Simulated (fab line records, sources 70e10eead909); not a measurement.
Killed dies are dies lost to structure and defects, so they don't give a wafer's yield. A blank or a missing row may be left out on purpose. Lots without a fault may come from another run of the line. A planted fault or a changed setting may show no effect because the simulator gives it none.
Chamber matching | flow nand_harc | NHARC_A_STAIRCASE_DESCUM_219 on rie_diel-06: 4 sister chambers
The step chemistry O2, time 3 s. 14 wafers are shown with their chamber, then 7 later ones without.

WAFERS WITH THEIR CHAMBER
wafer  | chamber | showerhead_plenum_p_Torr (Torr) | drypump_motor_current_A (A) | oes_product_au (a.u.)
L995.2 | 3       | 1.80                            | 4.8                         | 0.978
L995.5 | 3       | 1.80                            | 4.8                         | 0.981
L995.6 | 2       | 1.86                            | 5.6                         | 0.995
L996.2 | 2       | 1.86                            | 5.5                         | 0.997
L996.3 | 3       | 1.80                            | 4.8                         | 0.984
L996.6 | 1       | 2.07                            | 5.4                         | 1.006
L102.1 | 1       | 2.06                            | 5.4                         | 1.021
L102.2 | 0       | 1.84                            | 6.0                         | 1.012
L102.4 | 3       | 1.79                            | 4.7                         | 0.976
L104.1 | 0       | 1.84                            | 6.0                         | 1.004
L104.2 | 3       | 1.79                            | 4.8                         | 0.971
L104.3 | 1       | 2.06                            | 5.4                         | 1.017
L105.1 | 2       | 1.85                            | 5.5                         | 0.996
L105.2 | 3       | 1.79                            | 4.7                         | 0.973

SIGNATURES (means of the wafers above)
reading                  | chamber 0 | chamber 1 | chamber 2 | chamber 3 | scatter within a chamber
showerhead_plenum_p_Torr | 1.8400    | 2.0633    | 1.8567    | 1.7950    | 0.00532
drypump_motor_current_A  | 6.000     | 5.400     | 5.533     | 4.767     | 0.0447
oes_product_au           | 1.00800   | 1.01467   | 0.99600   | 0.97717   | 0.00523
Rule: a wafer's distance from a chamber is the root of the sum, over the readings, of the square of ((its reading less the chamber's mean) divided by the reading's scatter). The wafer belongs to the nearest chamber; if the next one is less than 2 further off, it can't be placed. The scatter: the root of (the sum of the squares of (reading less its chamber's mean) over the shown wafers, divided by (wafers less chambers)).

WAFERS WITHOUT THEIR CHAMBER
wafer  | showerhead_plenum_p_Torr (Torr) | drypump_motor_current_A (A) | oes_product_au (a.u.)
L105.6 | 1.79                            | 4.8                         | 0.964
L111.4 | 1.84                            | 5.6                         | 1.010
L111.5 | 1.83                            | 6.0                         | 1.021
L111.6 | 2.05                            | 5.4                         | 1.032
L112.2 | 2.05                            | 5.4                         | 1.025
L112.4 | 1.83                            | 6.0                         | 1.007
L112.6 | 2.05                            | 5.4                         | 1.019

WHICH CHAMBER EACH WENT THROUGH
wafer  | from the rows above | in truth
L105.6 | 3                   | 3
L111.4 | 2                   | 2
L111.5 | 0                   | 0
L111.6 | 1                   | 1
L112.2 | 1                   | 1
L112.4 | 0                   | 0
L112.6 | 1                   | 1
Placed correctly: 7 of 7. Can't be placed from these rows: 0. Placed wrongly: 0.
